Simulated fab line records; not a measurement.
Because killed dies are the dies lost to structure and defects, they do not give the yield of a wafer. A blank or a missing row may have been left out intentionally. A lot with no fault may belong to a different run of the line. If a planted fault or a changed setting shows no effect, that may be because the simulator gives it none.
Matching of chambers :: flow nand-harc :: rie-diel-11 running NHARC_A_STAIRCASE_ETCH_444: 4 sister chambers
The step etches the open film in C4F8/O2, target depth 10200 nm, time 3400 s. 4 wafers are shown with their chamber, then 10 later ones without.

== WAFERS, EACH WITH ITS CHAMBER ==
wafer: L083.5
chamber: 2
rf-vpp-V (V): 814

wafer: L085.1
chamber: 0
rf-vpp-V (V): 801

wafer: L091.1
chamber: 1
rf-vpp-V (V): 814

wafer: L091.4
chamber: 3
rf-vpp-V (V): 800

== WAFERS MISSING THEIR CHAMBER ==
wafer: L091.6
rf-vpp-V (V): 800

wafer: L094.1
rf-vpp-V (V): 813

wafer: L094.4
rf-vpp-V (V): 800

wafer: L094.6
rf-vpp-V (V): 800

wafer: L095.2
rf-vpp-V (V): 813

wafer: L095.4
rf-vpp-V (V): 798

wafer: L095.5
rf-vpp-V (V): 812

wafer: L095.1
rf-vpp-V (V): 813

wafer: L095.3
rf-vpp-V (V): 801

wafer: L095.6
rf-vpp-V (V): 814

== WHICH CHAMBER EACH ONE RAN IN ==
wafer: L091.6
from the rows above: can't be placed: 3 or 0
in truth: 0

wafer: L094.1
from the rows above: can't be placed: 1 or 2
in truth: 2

wafer: L094.4
from the rows above: can't be placed: 3 or 0
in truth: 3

wafer: L094.6
from the rows above: can't be placed: 3 or 0
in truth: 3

wafer: L095.2
from the rows above: can't be placed: 1 or 2
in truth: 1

wafer: L095.4
from the rows above: can't be placed: 3 or 0
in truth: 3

wafer: L095.5
from the rows above: can't be placed: 1 or 2
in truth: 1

wafer: L095.1
from the rows above: can't be placed: 1 or 2
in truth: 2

wafer: L095.3
from the rows above: can't be placed: 0 or 3
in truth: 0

wafer: L095.6
from the rows above: can't be placed: 1 or 2
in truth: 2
Placed correctly: 0 of 10. Not placeable from these rows: 10 (in 10, the candidates include the true chamber). Number placed wrongly: 0.
How it was worked out, from the rows above alone: a wafer's distance from a chamber is the root of the sum, over the readings, of the square of ((its reading less the chamber's mean) divided by the reading's scatter). The wafer belongs to the nearest chamber; if the next one is less than 2 further off, it can't be placed. Each chamber's mean is taken over the wafers shown for it. The scatter: root of mean squared gap, hidden wafer to nearest shown wafer, with one shown wafer a chamber.
